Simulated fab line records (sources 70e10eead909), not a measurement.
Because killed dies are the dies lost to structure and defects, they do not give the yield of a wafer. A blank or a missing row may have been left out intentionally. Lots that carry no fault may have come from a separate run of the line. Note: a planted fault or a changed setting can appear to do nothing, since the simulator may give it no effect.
Which tool is to blame? + flow nand_harc + 12 lots, 36 wafers sampled, at 5 steps of a route of 1302

WHAT THE GAUGES SHOWED, per wafer
NHARC_A_CONTACT_INSPECT_10. Usual: raw_defect_count reads 80 (standard deviation 35).
| lot  | measured     | on                | raw_defect_count | flag |
|------|--------------|-------------------|------------------|------|
| L365 | day 22 02:23 | defect_inspect-01 | 20 21 19         |      |
| L368 | day 23 04:59 | defect_inspect-02 | 63 65 56         |      |
| L369 | day 23 21:03 | defect_inspect-01 | 89 119 97        |      |
| L370 | day 24 07:57 | defect_inspect-02 | 76 66 74         |      |
| L373 | day 25 21:12 | defect_inspect-01 | 151 150 153      |      |
| L375 | day 26 08:24 | defect_inspect-02 | 103 85 84        |      |
| L374 | day 26 10:06 | defect_inspect-02 | 112 122 126      |      |
| L377 | day 27 03:52 | defect_inspect-01 | 82 78 83         |      |
| L376 | day 27 05:29 | defect_inspect-02 | 69 73 61         |      |
| L381 | day 29 09:09 | defect_inspect-01 | 56 51 63         |      |
| L386 | day 31 07:32 | defect_inspect-01 | 82 79 81         |      |
| L387 | day 31 21:05 | defect_inspect-01 | 41 45 50         |      |

NHARC_A_BLC_OVL_MEAS_11. Usual: overlay_x_nm 0.2 nm, standard deviation 0.67; overlay_y_nm 0.2 nm, standard deviation 0.73.
| lot  | measured     | on         | overlay_x_nm (nm) | overlay_y_nm (nm) | flag |
|------|--------------|------------|-------------------|-------------------|------|
| L365 | day 22 08:39 | overlay-02 | -0.6 -0.5 -0.3    | -0.7 -0.8 -0.8    |      |
| L368 | day 23 11:18 | overlay-02 | 1.1 0.4 -0.1      | 0.8 0.1 -0.2      |      |
| L369 | day 24 03:26 | overlay-01 | 0.2 -0.3 0.2      | 0.7 0.1 0.4       |      |
| L370 | day 24 14:22 | overlay-02 | -0.2 1.3 0.4      | 0.9 0.3 0.3       |      |
| L373 | day 26 04:29 | overlay-01 | 0.8 0.5 0.7       | 0.4 0.5 0.7       |      |
| L375 | day 26 15:12 | overlay-01 | -0.4 -1.1 -1.1    | 1.4 1.3 0.9       |      |
| L374 | day 26 18:24 | overlay-01 | 0.9 0.4 1.2       | 1.1 0.6 0.6       |      |
| L377 | day 27 10:04 | overlay-01 | -0.7 -0.9 -0.3    | 1.3 1.0 1.3       |      |
| L376 | day 27 11:50 | overlay-02 | -0.5 -0.6 -0.6    | -0.7 -0.1 -0.5    |      |
| L381 | day 29 15:20 | overlay-01 | 0.9 0.7 0.6       | -0.8 -1.0 -0.3    |      |
| L386 | day 31 14:10 | overlay-01 | -0.2 -0.2 -0.3    | 0.6 0.7 0.2       |      |
| L387 | day 32 04:11 | overlay-02 | 1.0 0.7 0.2       | 0.3 0.4 0.8       |      |

WHICH TOOL RAN EACH LOT (tool, then ch and the chambers of the sampled wafers, then the start)
| lot  | NHARC_A_CONTACT_ETCH_138             | NHARC_A_CONTACT_CVD_19        | NHARC_A_CONTACT_CMP_20        |
|------|--------------------------------------|-------------------------------|-------------------------------|
| L365 | har_cap_etch-02 ch 0,1, day 22 04:38 | cvd_w-01 ch 0,1, day 22 06:53 | cmp-02 ch 1,2,3, day 22 07:47 |
| L368 | har_cap_etch-03 ch 0,1, day 23 07:10 | cvd_w-01 ch 0, day 23 09:22   | cmp-03 ch 0,1,3, day 23 10:17 |
| L369 | har_cap_etch-01 ch 0,1, day 23 23:23 | cvd_w-02 ch 0,1, day 24 01:55 | cmp-04 ch 0,2,3, day 24 02:29 |
| L370 | har_cap_etch-03 ch 0,1, day 24 10:12 | cvd_w-01 ch 0,1, day 24 12:34 | cmp-02 ch 1,2,3, day 24 13:22 |
| L373 | har_cap_etch-03 ch 0,1, day 25 23:27 | cvd_w-02 ch 0,1, day 26 01:45 | cmp-04 ch 0,1,2, day 26 03:37 |
| L375 | har_cap_etch-01 ch 0,1, day 26 10:59 | cvd_w-02 ch 0,1, day 26 13:19 | cmp-03 ch 0,2,3, day 26 14:12 |
| L374 | har_cap_etch-03 ch 0,1, day 26 12:19 | cvd_w-01 ch 0,1, day 26 14:34 | cmp-02 ch 0,1,3, day 26 16:34 |
| L377 | har_cap_etch-03 ch 0,1, day 27 06:04 | cvd_w-01 ch 0,1, day 27 08:27 | cmp-04 ch 0,1,2, day 27 09:16 |
| L376 | har_cap_etch-02 ch 0,1, day 27 07:41 | cvd_w-01 ch 0,1, day 27 09:57 | cmp-02 ch 0,1,3, day 27 10:50 |
| L381 | har_cap_etch-01 ch 0,1, day 29 11:22 | cvd_w-01 ch 0,1, day 29 13:34 | cmp-02 ch 0,2,3, day 29 14:31 |
| L386 | har_cap_etch-02 ch 1, day 31 09:56   | cvd_w-02 ch 0,1, day 31 12:16 | cmp-03 ch 1,2,3, day 31 13:10 |
| L387 | har_cap_etch-01 ch 0,1, day 32 00:01 | cvd_w-02 ch 0,1, day 32 02:25 | cmp-02 ch 0,1,2, day 32 03:11 |
- NHARC_A_CONTACT_ETCH_138: etches the open film in C4F8/O2/Ar, time 311 s, target depth 1914 nm.
- NHARC_A_CONTACT_CVD_19: deposits W, target thk 300 nm, time 802 s.
- NHARC_A_CONTACT_CMP_20: polishes, t overpolish 30 s, target thk 300 nm.

WHAT THE TOOLS THEMSELVES READ (means of the sampled wafers that have a number; where no wafer has one, the mark that the record gives instead)
NHARC_A_CONTACT_CVD_19. Usual: chamber_pressure_Torr 40.00 Torr, standard deviation 0.099; heater_power_w 471 W, standard deviation 39; mfc_wf6_sccm 40.00 sccm, standard deviation 0.13; throttle_valve_pct 7.99 %, standard deviation 0.25.
| lot  | tool     | chamber_pressure_Torr (Torr) | heater_power_w (W) | mfc_wf6_sccm (sccm) | throttle_valve_pct (%) | flag |
|------|----------|------------------------------|--------------------|---------------------|------------------------|------|
| L365 | cvd_w-01 | 39.96                        | 470                | 40.06               | 7.53                   |      |
| L368 | cvd_w-01 | 40.11                        | 426                | 40.05               | 7.52                   |      |
| L369 | cvd_w-02 | 40.01                        | 446                | 40.02               | 8.24                   |      |
| L370 | cvd_w-01 | 39.96                        | 468                | 40.03               | 7.85                   |      |
| L373 | cvd_w-02 | 39.94                        | 446                | 39.98               | 8.08                   |      |
| L375 | cvd_w-02 | 40.16                        | 451                | 40.00               | 7.97                   |      |
| L374 | cvd_w-01 | 39.95                        | 497                | 40.03               | 7.79                   |      |
| L377 | cvd_w-01 | 40.12                        | 480                | 39.99               | 7.81                   |      |
| L376 | cvd_w-01 | 39.94                        | 499                | 39.89               | 7.79                   |      |
| L381 | cvd_w-01 | 40.06                        | 474                | 40.07               | 7.79                   |      |
| L386 | cvd_w-02 | 40.08                        | 467                | 40.00               | 8.20                   |      |
| L387 | cvd_w-02 | 40.04                        | 468                | 39.95               | 8.20                   |      |

NHARC_A_CONTACT_CMP_20. Usual: motor_current_A 11.3 A, standard deviation 1.2; overpolish_run_s 30.001 s, standard deviation 0.0096; time_to_endpoint_s 59.6 s, standard deviation 2.9.
| lot  | tool   | motor_current_A (A) | overpolish_run_s (s) | time_to_endpoint_s (s) | flag |
|------|--------|---------------------|----------------------|------------------------|------|
| L365 | cmp-02 | 11.5                | 29.999               | 59.0                   |      |
| L368 | cmp-03 | 10.8                | 29.997               | 61.3                   |      |
| L369 | cmp-04 | 10.2                | 29.994               | 57.9                   |      |
| L370 | cmp-02 | 12.1                | 30.007               | 60.0                   |      |
| L373 | cmp-04 | 10.3                | 30.011               | 116.9                  | OFF  |
| L375 | cmp-03 | 10.4                | 29.998               | 62.3                   |      |
| L374 | cmp-02 | 12.4                | 29.994               | 122.2                  | OFF  |
| L377 | cmp-04 | 10.6                | 29.991               | 58.6                   |      |
| L376 | cmp-02 | 12.8                | 30.000               | 61.7                   |      |
| L381 | cmp-02 | 13.2                | 29.999               | 58.7                   |      |
| L386 | cmp-03 | 11.0                | 30.002               | 60.5                   |      |
| L387 | cmp-02 | 11.9                | 29.997               | 62.7                   |      |

THE ANSWER, worked out from the rows above alone
Rule: a lot is off if the mean of its wafers that have a number lies more than 3 standard deviations from the usual mean. A lot without any number at a reading at which 4 lots or more have one is off too. The other lots that the step has rows for count as sound. First the gauges in route order, then the tools' own readings, where a lot's mean is used as printed above. At the first step where some lot is off, the reading lying furthest off is the one used; lots without a number count as furthest.
Off at NHARC_A_CONTACT_CMP_20 (time_to_endpoint_s): L373, L374.
If a tool, at that step or one of the process steps before it, ran each lot that is off and ran no sound lot following the first of them, it fits. No candidate that was tried fits.

WHAT THE SIMULATOR HAD INSERTED
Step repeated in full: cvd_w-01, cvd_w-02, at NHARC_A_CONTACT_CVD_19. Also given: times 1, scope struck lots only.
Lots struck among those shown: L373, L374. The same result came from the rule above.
